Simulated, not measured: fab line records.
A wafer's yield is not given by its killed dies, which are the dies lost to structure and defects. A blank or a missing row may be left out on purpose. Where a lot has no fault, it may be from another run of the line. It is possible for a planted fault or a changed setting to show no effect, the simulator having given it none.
Comparing a struck lot with a sound one + flow nandHarc + 15 steps out of a route of 1302
Sound: these wafers, L280.1, L280.2, L280.4. The struck wafers were L275.1, L275.2, L275.5. Last of all comes the cause.
Order at every step that has rows: each side's tool, ch and its chambers, its first start. Under that, the readings that differ: sound wafers + struck wafers + difference of the means + sigmas: that difference in standard deviations of wafers without a fault.
alike: a reading whose means differ by less than 2 such deviations, as well as words and numbers matching on both sides. not compared: withheld readings; readings where some wafer has no value; bounds like >300 that might hide an equal value; numbers whose values overlap and for which the record gives no deviation.
The two part at a step that has a row with sigmas, a row that says differs or no value, or rows on one side only. Non-overlapping numbers with no deviation appear without sigmas and do not part them. A reading that every wafer of one side lacks parts them only if that side has two wafers or more.

NHARC_A_M0_CD_MEAS_09: target cd 80 nm.
  sound on cdSem-03 ch 0, day 28 02:16; struck on cdSem-01 ch 0, day 25 17:08
| reading   | sound          | struck         | difference | sigmas |
|-----------|----------------|----------------|------------|--------|
| cdNm (nm) | 80.9 80.1 79.6 | 81.7 81.3 82.5 | +1.6       | +2     |
NHARC_A_M0_OVL_MEAS_10: pitch 160 nm.
  struck on overlay-02, day 25 17:13; sound on overlay-02, day 28 02:22
  alike: overlayXNm, overlayYNm
NHARC_A_M0_INSPECT_11:
  struck on defectInspect-02, day 25 17:16; sound on defectInspect-02, day 28 02:23
  alike: rawDefectCount
then, 1 step without rows for these wafers: NHARC_A_M0_DESCUM_14 (chemistry O2, time 3 s).
NHARC_A_M0_ETCH_34: etches the open film in N2/H2, target depth 40 nm, overetch 12 nm, time 43.94 s.
  sound on rieDiel-11 ch 0,1,3, day 28 02:32; struck on rieDiel-11 ch 1,3, day 25 17:24
  alike: drypumpMotorCurrentA, n2FlowSccm, oesProductAu, rfVppV, showerheadPlenumPTorr, throttleValvePct
  not compared: rfHoursCounterH
then, 1 step without rows for these wafers: NHARC_A_M0_ETCH_15 (etches the open film in C4F8/Ar, target depth 150 nm, overetch 15 nm, time 82.5 s).
NHARC_A_M0_CD_MEAS_16:
  struck on cdSem-03, day 25 17:37; sound on cdSem-03, day 28 02:46
  alike: cdNm
NHARC_A_M0_STRIP_18: strips in N2/H2.
  sound on rieDiel-11 ch 0,2,3, day 28 02:50; struck on rieDiel-09 ch 0,1,3, day 25 17:41
  alike: drypumpMotorCurrentA, n2FlowSccm, oesProductAu, rfVppV, showerheadPlenumPTorr, throttleValvePct
  not compared: rfHoursCounterH
then, 1 step without rows for these wafers: NHARC_A_M0_STRIP_19 (strips in post etch residue remover, time 600 s).
NHARC_A_M0_DEGAS_28: time 60 s.
  struck on pvdSputter-02, day 25 18:14; sound on pvdSputter-01, day 28 03:23
  alike: heaterPowerW
NHARC_A_M0_PRE_CLEAN_29: time 30 s.
  sound on pvdSputter-01; struck on pvdSputter-02
  alike: heaterPowerW
NHARC_A_M0_PVD_20: deposits TaN, target thk 5 nm, time 8.06 s.
  sound on pvdSputter-01; struck on pvdSputter-02
  alike: biasV, cathodeDcPowerW, throttleValvePct
NHARC_A_M0_PVD_21: deposits Cu, target thk 30 nm, time 20.49 s.
  struck on pvdSputter-02, day 25 18:28; sound on pvdSputter-01, day 28 03:37
  no value came back on the struck wafers for cathodeDcPowerW (W), chamberPressurePa (Pa), throttleValvePct (%); on the sound wafers cathodeDcPowerW (W) reads 5000.9 5000.5 4998.8
then, 1 step without rows for these wafers: NHARC_A_M0_ECD_22 (material Cu, target thk 400 nm).
NHARC_END_SORT_01:
  the record has rows for the struck wafers here (prober-02 ch 0, day 27 09:19) and none for the sound ones

== WHERE THEY PART ==
Last at NHARC_END_SORT_01 as far as this record goes, first at NHARC_A_M0_CD_MEAS_09.

WHY: whatever the simulator had introduced
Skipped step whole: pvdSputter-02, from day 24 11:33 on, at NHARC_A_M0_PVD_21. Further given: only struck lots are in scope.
